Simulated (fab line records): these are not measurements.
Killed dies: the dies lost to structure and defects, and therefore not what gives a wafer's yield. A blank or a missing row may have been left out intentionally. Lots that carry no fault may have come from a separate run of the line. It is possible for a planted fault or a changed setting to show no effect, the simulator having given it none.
Which of the tools did it? | flow n5-finfet | 20 lots with 60 wafers sampled at 5 steps, on a route of 1938 steps

WHAT EACH GAUGE READ, for each wafer
N5_BEOL_M0_SAQP_CD_MEAS_40: the cd target is 30 nm. Usual: cd-nm 30.05 nm, standard deviation 0.25.
lot  | measured     | on        | cd-nm (nm)        | flag
L074 | day 5 16:40  | cd-sem-03 | 29.82 30.51 30.27 |
L075 | day 5 23:43  | cd-sem-03 | 29.86 29.93 30.02 |
L076 | day 6 05:52  | cd-sem-02 | 30.17 30.25 30.46 |
L077 | day 6 11:06  | cd-sem-01 | 30.02 29.68 30.14 |
L078 | day 6 21:37  | cd-sem-03 | 30.09 30.31 30.28 |
L079 | day 7 00:42  | cd-sem-03 | 29.78 30.33 29.70 |
L081 | day 7 15:32  | cd-sem-03 | 29.86 29.90 29.55 |
L082 | day 7 19:43  | cd-sem-01 | 29.81 29.95 29.91 |
L085 | day 8 12:34  | cd-sem-02 | 29.52 30.21 29.98 |
L086 | day 8 23:25  | cd-sem-02 | 30.36 30.34 30.23 |
L087 | day 9 04:26  | cd-sem-02 | 30.01 30.16 30.08 |
L088 | day 9 09:57  | cd-sem-01 | 30.19 29.94 30.50 |
L089 | day 9 13:49  | cd-sem-02 | 30.05 29.99 30.29 |
L090 | day 9 21:20  | cd-sem-02 | 30.45 30.04 30.16 |
L091 | day 10 05:38 | cd-sem-01 | 30.35 30.26 30.47 |
L092 | day 10 09:17 | cd-sem-03 | 30.10 29.71 30.61 |
L093 | day 10 17:08 | cd-sem-02 | 30.26 30.34 29.75 |
L094 | day 10 19:32 | cd-sem-03 | 29.90 30.20 29.83 |
L095 | day 10 20:38 | cd-sem-02 | 29.78 30.11 30.08 |
L097 | day 11 17:34 | cd-sem-02 | 29.80 30.07 30.34 |

EACH LOT AND THE TOOL THAT RAN IT (in order: tool; ch and the chambers of the sampled wafers; start)
lot  | N5_MOL_CONTACT_COAG_ETCH_48        | N5_BEOL_M0_SAQP_PECVD_96        | N5_BEOL_M0_SAQP_ETCH_84            | N5_BEOL_M0_SAQP_ETCH_101
L074 | rie-diel-02 ch 1,2,3, day 5 06:35  | pecvd-02 ch 0,1,2, day 5 11:44  | rie-diel-03 ch 0,1,2, day 5 12:35  | rie-diel-04 ch 0,1,2, day 5 14:24
L075 | rie-diel-05 ch 0,2,3, day 5 14:32  | pecvd-02 ch 1,2, day 5 19:28    | rie-diel-06 ch 1,2, day 5 20:10    | rie-diel-04 ch 1,2, day 5 21:41
L076 | rie-diel-05 ch 0,1, day 5 15:29    | pecvd-04 ch 0,2, day 5 23:34    | rie-diel-06 ch 1,2,3, day 6 00:25  | rie-diel-03 ch 1,2, day 6 02:40
L077 | rie-diel-01 ch 0,3, day 6 00:17    | pecvd-02 ch 0,1,2, day 6 05:32  | rie-diel-06 ch 2,3, day 6 06:14    | rie-diel-03 ch 1,2, day 6 08:56
L078 | rie-diel-01 ch 2,3, day 6 11:42    | pecvd-02 ch 0,1, day 6 16:48    | rie-diel-03 ch 0,1,2, day 6 17:38  | rie-diel-03 ch 0,2, day 6 19:31
L079 | rie-diel-05 ch 1,2,3, day 6 11:55  | pecvd-03 ch 0,1,2, day 6 19:53  | rie-diel-06 ch 0,2,3, day 6 21:02  | rie-diel-03 ch 0,2,3, day 6 22:33
L081 | rie-diel-01 ch 1,2,3, day 7 02:19  | pecvd-04 ch 0,1,2, day 7 10:15  | rie-diel-04 ch 2,3, day 7 10:58    | rie-diel-04 ch 2,3, day 7 12:29
L082 | rie-diel-02 ch 1,3, day 7 06:28    | pecvd-03 ch 0,2, day 7 14:54    | rie-diel-06 ch 0,3, day 7 15:54    | rie-diel-06 ch 1,2,3, day 7 17:27
L085 | rie-diel-05 ch 0,1,3, day 8 01:51  | pecvd-02 ch 0,1, day 8 06:59    | rie-diel-04 ch 0,1,3, day 8 07:48  | rie-diel-04 ch 0,2,3, day 8 10:19
L086 | rie-diel-01 ch 0,2, day 8 10:29    | pecvd-03 ch 0,2, day 8 16:25    | rie-diel-06 ch 0,1,3, day 8 17:10  | rie-diel-03 ch 0,1,3, day 8 19:49
L087 | rie-diel-05 ch 1,2,3, day 8 15:46  | pecvd-02 ch 0,1, day 8 21:42    | rie-diel-04 ch 0,3, day 8 22:37    | rie-diel-06 ch 0,1,2, day 9 01:24
L088 | rie-diel-01 ch 0,1,2, day 9 00:15  | pecvd-04 ch 1,2, day 9 05:16    | rie-diel-04 ch 1,3, day 9 06:06    | rie-diel-04 ch 1,3, day 9 07:37
L089 | rie-diel-05 ch 0,1,3, day 9 02:11  | pecvd-02 ch 1, day 9 08:14      | rie-diel-06 ch 0,1,2, day 9 09:10  | rie-diel-04 ch 0,1,3, day 9 11:10
L090 | rie-diel-05 ch 0,1,3, day 9 07:54  | pecvd-04 ch 0,1,2, day 9 15:23  | rie-diel-03 ch 0,2,3, day 9 16:13  | rie-diel-04 ch 1,2,3, day 9 19:01
L091 | rie-diel-05 ch 0,1,2, day 9 19:28  | pecvd-04 ch 0,1,2, day 10 00:49 | rie-diel-04 ch 1,2, day 10 01:39   | rie-diel-04 ch 0,1, day 10 03:31
L092 | rie-diel-02 ch 0,2,3, day 9 21:21  | pecvd-04 ch 0,2, day 10 04:26   | rie-diel-04 ch 0,1,2, day 10 05:36 | rie-diel-04 ch 0,1,2, day 10 07:16
L093 | rie-diel-02 ch 0,2,3, day 10 03:42 | pecvd-04 ch 0,1,2, day 10 09:36 | rie-diel-03 ch 0,1,2, day 10 11:00 | rie-diel-03 ch 0,2, day 10 13:48
L094 | rie-diel-01 ch 0,3, day 10 06:08   | pecvd-04 ch 0,1, day 10 13:05   | rie-diel-04 ch 2,3, day 10 13:49   | rie-diel-03 ch 0,1,3, day 10 16:25
L095 | rie-diel-01 ch 0,2,3, day 10 10:54 | pecvd-04 ch 0,1,2, day 10 15:32 | rie-diel-03 ch 1,2,3, day 10 16:15 | rie-diel-03 ch 0,2, day 10 17:55
L097 | rie-diel-01 ch 0,1,3, day 11 06:50 | pecvd-04 ch 0,1, day 11 12:58   | rie-diel-04 ch 1,2,3, day 11 13:59 | rie-diel-04 ch 1,2, day 11 15:31
- N5_MOL_CONTACT_COAG_ETCH_48: etches SiOC in C4F6/O2, target depth 15 nm, overetch 4.5 nm, time 17 s.
- N5_BEOL_M0_SAQP_PECVD_96: deposits a-Si from SiH4/He, target thk 45 nm, time 45.2 s.
- N5_BEOL_M0_SAQP_ETCH_84: etches SOC in N2/H2, target depth 100 nm, overetch 20 nm, time 150 s.
- N5_BEOL_M0_SAQP_ETCH_101: etches SiNx in CH3F/O2, target depth 29.9 nm, time 42.7 s.

WHAT THE TOOLS THEMSELVES READ (means of the sampled wafers that have a number; where no wafer has one, the mark that the record gives instead)
N5_MOL_CONTACT_COAG_ETCH_48. Usual: for drypump-motor-current-A, 5.5 A with a standard deviation of 0.37; for mfc-ar-sccm, 299.9 sccm with a standard deviation of 1.1; for oes_f_703_au, 0.81 a.u. with a standard deviation of 0.079; for oes-product-au, 0.68 a.u. with a standard deviation of 0.06; for rf-vpp-V, 1609 V with a standard deviation of 30; for showerhead-plenum-p-Torr, 2.89 Torr with a standard deviation of 0.092; for throttle-valve-pct, 40.6 % with a standard deviation of 0.53.
lot  | tool        | drypump-motor-current-A (A) | mfc-ar-sccm (sccm) | oes_f_703_au (a.u.) | oes-product-au (a.u.) | rf-vpp-V (V) | showerhead-plenum-p-Torr (Torr) | throttle-valve-pct (%) | flag
L074 | rie-diel-02 | 5.5                         | 300.2              | 0.81                | 0.69                  | 1584         | 2.97                            | 40.8                   |
L075 | rie-diel-05 | 5.2                         | 300.6              | 0.84                | 0.72                  | 1597         | 2.85                            | 40.7                   |
L076 | rie-diel-05 | 5.5                         | 298.9              | 0.92                | 0.73                  | 1595         | 2.85                            | 40.7                   |
L077 | rie-diel-01 | 5.9                         | 298.8              | 0.74                | 0.63                  | 1607         | 2.74                            | 40.8                   |
L078 | rie-diel-01 | 5.5                         | 298.8              | 0.77                | 0.67                  | 1591         | 2.87                            | 40.6                   |
L079 | rie-diel-05 | 5.3                         | 300.8              | 0.78                | 0.62                  | 1626         | 2.92                            | 40.1                   |
L081 | rie-diel-01 | 5.5                         | 299.3              | 0.80                | 0.65                  | 1610         | 2.92                            | 40.6                   |
L082 | rie-diel-02 | 5.1                         | 300.4              | 0.77                | 0.67                  | 1594         | 2.96                            | 40.9                   |
L085 | rie-diel-05 | 5.4                         | 299.9              | 0.85                | 0.67                  | 1613         | 2.87                            | 40.5                   |
L086 | rie-diel-01 | 5.5                         | 300.1              | 0.73                | 0.61                  | 1618         | 2.79                            | 40.4                   |
L087 | rie-diel-05 | 5.3                         | 299.8              | 0.76                | 0.65                  | 1626         | 2.91                            | 40.2                   |
L088 | rie-diel-01 | 5.7                         | 300.2              | 0.75                | 0.65                  | 1623         | 2.84                            | 40.7                   |
L089 | rie-diel-05 | 5.4                         | 300.6              | 0.84                | 0.69                  | 1613         | 2.87                            | 40.5                   |
L090 | rie-diel-05 | 5.4                         | 299.9              | 0.84                | 0.68                  | 1614         | 2.86                            | 40.5                   |
L091 | rie-diel-05 | 5.4                         | 299.4              | 0.88                | 0.74                  | 1603         | 2.88                            | 40.4                   |
L092 | rie-diel-02 | 5.5                         | 298.6              | 0.79                | 0.68                  | 1598         | 2.89                            | 40.6                   |
L093 | rie-diel-02 | 5.5                         | 300.1              | 0.79                | 0.67                  | 1597         | 2.89                            | 40.6                   |
L094 | rie-diel-01 | 5.8                         | 300.6              | 0.82                | 0.71                  | 1600         | 2.90                            | 40.5                   |
L095 | rie-diel-01 | 5.7                         | 300.4              | 0.82                | 0.72                  | 1614         | 2.90                            | 40.3                   |
L097 | rie-diel-01 | 5.8                         | 299.8              | 0.82                | 0.71                  | 1618         | 2.95                            | 40.6                   |

N5_BEOL_M0_SAQP_PECVD_96. Usual: heater-power-w 651 W, standard deviation 88; showerhead-plenum-p-Torr 5.71 Torr, standard deviation 0.069; throttle-valve-pct 18.2 %, standard deviation 0.56.
lot  | tool     | heater-power-w (W) | showerhead-plenum-p-Torr (Torr) | throttle-valve-pct (%) | flag
L074 | pecvd-02 | 586                | 5.68                            | 18.4                   |
L075 | pecvd-02 | 594                | 5.62                            | 18.2                   |
L076 | pecvd-04 | 717                | 5.78                            | 17.8                   |
L077 | pecvd-02 | 569                | 5.66                            | 18.5                   |
L078 | pecvd-02 | 581                | 5.74                            | 18.9                   |
L079 | pecvd-03 | 604                | 5.66                            | 18.1                   |
L081 | pecvd-04 | 699                | 5.75                            | 17.7                   |
L082 | pecvd-03 | 555                | 5.65                            | 17.6                   |
L085 | pecvd-02 | 619                | 5.74                            | 18.9                   |
L086 | pecvd-03 | 578                | 5.64                            | 17.5                   |
L087 | pecvd-02 | 597                | 5.73                            | 18.9                   |
L088 | pecvd-04 | 791                | 5.77                            | 17.5                   |
L089 | pecvd-02 | 581                | 5.74                            | 19.1                   |
L090 | pecvd-04 | 709                | 5.75                            | 18.1                   |
L091 | pecvd-04 | 726                | 5.75                            | 18.0                   |
L092 | pecvd-04 | 707                | 5.79                            | 17.8                   |
L093 | pecvd-04 | 765                | 5.74                            | 18.0                   |
L094 | pecvd-04 | 687                | 5.72                            | 18.2                   |
L095 | pecvd-04 | 716                | 5.75                            | 18.1                   |
L097 | pecvd-04 | 729                | 5.70                            | 18.0                   |

N5_BEOL_M0_SAQP_ETCH_84. Usual: drypump-motor-current-A 5.9 A, standard deviation 0.33; h2-flow-sccm 200.0 sccm, standard deviation 0.62; oes-product-au 0.70 a.u., standard deviation 0.075; rf-vpp-V 522.6 V, standard deviation 2.9; showerhead-plenum-p-Torr 2.48 Torr, standard deviation 0.099; throttle-valve-pct 17.71 %, standard deviation 0.24.
lot  | tool        | drypump-motor-current-A (A) | h2-flow-sccm (sccm) | oes-product-au (a.u.) | rf-vpp-V (V) | showerhead-plenum-p-Torr (Torr) | throttle-valve-pct (%) | flag
L074 | rie-diel-03 | 6.0                         | 200.1               | 0.71                  | 523.5        | 2.50                            | 17.84                  |
L075 | rie-diel-06 | 6.1                         | 200.1               | 0.77                  | 524.3        | 2.54                            | 17.87                  |
L076 | rie-diel-06 | 6.0                         | 200.6               | 0.72                  | 523.1        | 2.52                            | 17.81                  |
L077 | rie-diel-06 | 5.9                         | 199.8               | 0.65                  | 525.1        | 2.56                            | 17.84                  |
L078 | rie-diel-03 | 6.0                         | 200.5               | 0.70                  | 523.8        | 2.50                            | 17.86                  |
L079 | rie-diel-06 | 5.8                         | 199.6               | 0.64                  | 522.9        | 2.48                            | 17.83                  |
L081 | rie-diel-04 | 5.9                         | 199.6               | 0.65                  | 523.4        | 2.52                            | 17.85                  |
L082 | rie-diel-06 | 5.7                         | 200.3               | 0.65                  | 520.4        | 2.40                            | 17.84                  |
L085 | rie-diel-04 | 5.8                         | 199.9               | 0.68                  | 522.4        | 2.46                            | 17.51                  |
L086 | rie-diel-06 | 5.9                         | 200.4               | 0.70                  | 521.6        | 2.44                            | 17.84                  |
L087 | rie-diel-04 | 5.6                         | 199.8               | 0.69                  | 519.0        | 2.37                            | 17.51                  |
L088 | rie-diel-04 | 5.8                         | 199.5               | 0.69                  | 521.4        | 2.43                            | 17.49                  |
L089 | rie-diel-06 | 5.9                         | 200.7               | 0.67                  | 522.2        | 2.50                            | 17.91                  |
L090 | rie-diel-03 | 6.0                         | 199.9               | 0.75                  | 523.4        | 2.49                            | 17.62                  |
L091 | rie-diel-04 | 6.1                         | 199.4               | 0.79                  | 525.0        | 2.60                            | 17.61                  |
L092 | rie-diel-04 | 5.9                         | 200.4               | 0.72                  | 524.4        | 2.54                            | 17.59                  |
L093 | rie-diel-03 | 6.0                         | 199.9               | 0.75                  | 522.6        | 2.49                            | 17.76                  |
L094 | rie-diel-04 | 5.9                         | 199.5               | 0.79                  | 523.2        | 2.51                            | 17.59                  |
L095 | rie-diel-03 | 5.9                         | 200.2               | 0.70                  | 521.4        | 2.43                            | 17.65                  |
L097 | rie-diel-04 | 5.9                         | 200.0               | 0.72                  | 523.2        | 2.51                            | 17.58                  |

N5_BEOL_M0_SAQP_ETCH_101. Usual: for drypump-motor-current-A, 5.9 A with a standard deviation of 0.34; for mfc-ar-sccm, 150.0 sccm with a standard deviation of 0.46; for oes_f_703_au, 0.78 a.u. with a standard deviation of 0.097; for oes-product-au, 0.78 a.u. with a standard deviation of 0.091; for rf-vpp-V, 295 V with a standard deviation of 7.5; for showerhead-plenum-p-Torr, 1.98 Torr with a standard deviation of 0.08; for throttle-valve-pct, 16.35 % with a standard deviation of 0.2.
lot  | tool        | drypump-motor-current-A (A) | mfc-ar-sccm (sccm) | oes_f_703_au (a.u.) | oes-product-au (a.u.) | rf-vpp-V (V) | showerhead-plenum-p-Torr (Torr) | throttle-valve-pct (%) | flag
L074 | rie-diel-04 | 5.9                         | 149.8              | 0.71                | 0.74                  | 302          | 2.03                            | 16.38                  |
L075 | rie-diel-04 | 6.1                         | 149.6              | 0.67                | 0.71                  | 309          | 2.09                            | 16.62                  |
L076 | rie-diel-03 | 5.9                         | 149.9              | 0.76                | 0.74                  | 291          | 1.93                            | 16.50                  |
L077 | rie-diel-03 | 5.9                         | 150.0              | 0.76                | 0.73                  | 293          | 1.93                            | 16.51                  |
L078 | rie-diel-03 | 6.1                         | 150.0              | 0.87                | 0.84                  | 291          | 2.01                            | 16.35                  |
L079 | rie-diel-03 | 6.0                         | 149.5              | 0.79                | 0.77                  | 290          | 1.97                            | 16.35                  |
L081 | rie-diel-04 | 5.8                         | 150.3              | 0.76                | 0.76                  | 300          | 1.93                            | 16.36                  |
L082 | rie-diel-06 | 6.0                         | 150.3              | 0.79                | 0.79                  | 295          | 1.99                            | 16.44                  |
L085 | rie-diel-04 | 5.7                         | 150.1              | 0.74                | 0.75                  | 301          | 1.95                            | 16.37                  |
L086 | rie-diel-03 | 5.6                         | 150.2              | 0.80                | 0.77                  | 290          | 1.95                            | 16.47                  |
L087 | rie-diel-06 | 5.9                         | 149.7              | 0.75                | 0.75                  | 297          | 1.97                            | 16.47                  |
L088 | rie-diel-04 | 5.8                         | 150.0              | 0.76                | 0.76                  | 294          | 1.93                            | 16.18                  |
L089 | rie-diel-04 | 5.7                         | 150.0              | 0.74                | 0.75                  | 294          | 1.95                            | 16.20                  |
L090 | rie-diel-04 | 5.9                         | 150.2              | 0.80                | 0.83                  | 301          | 2.01                            | 16.27                  |
L091 | rie-diel-04 | 5.9                         | 149.7              | 0.70                | 0.72                  | 296          | 2.02                            | 16.25                  |
L092 | rie-diel-04 | 5.9                         | 150.4              | 0.77                | 0.81                  | 301          | 2.02                            | 16.28                  |
L093 | rie-diel-03 | 6.0                         | 150.0              | 0.92                | 0.89                  | 290          | 2.00                            | 16.24                  |
L094 | rie-diel-03 | 5.7                         | 150.3              | 0.78                | 0.75                  | 290          | 1.94                            | 16.49                  |
L095 | rie-diel-03 | 6.1                         | 149.6              | 0.92                | 0.89                  | 290          | 2.00                            | 16.25                  |
L097 | rie-diel-04 | 6.1                         | 150.2              | 0.80                | 0.85                  | 308          | 2.07                            | 16.37                  |

THE ANSWER, worked out from the rows above alone
Rule: take the mean of a lot's wafers that have a number; if it is more than 3 standard deviations from the usual mean, the lot is off. A lot without any number at a reading at which 4 lots or more have one is off too. All remaining lots with rows at the step are treated as sound. Order of review: gauges by route order, followed by the tools' own readings, for which a lot's mean as printed above is used. At the first step where some lot is off, the reading lying furthest off is the one used; lots without a number count as furthest.
None of the lots is off at any reading shown; this tells nothing.

WHAT THE SIMULATOR HAD INSERTED
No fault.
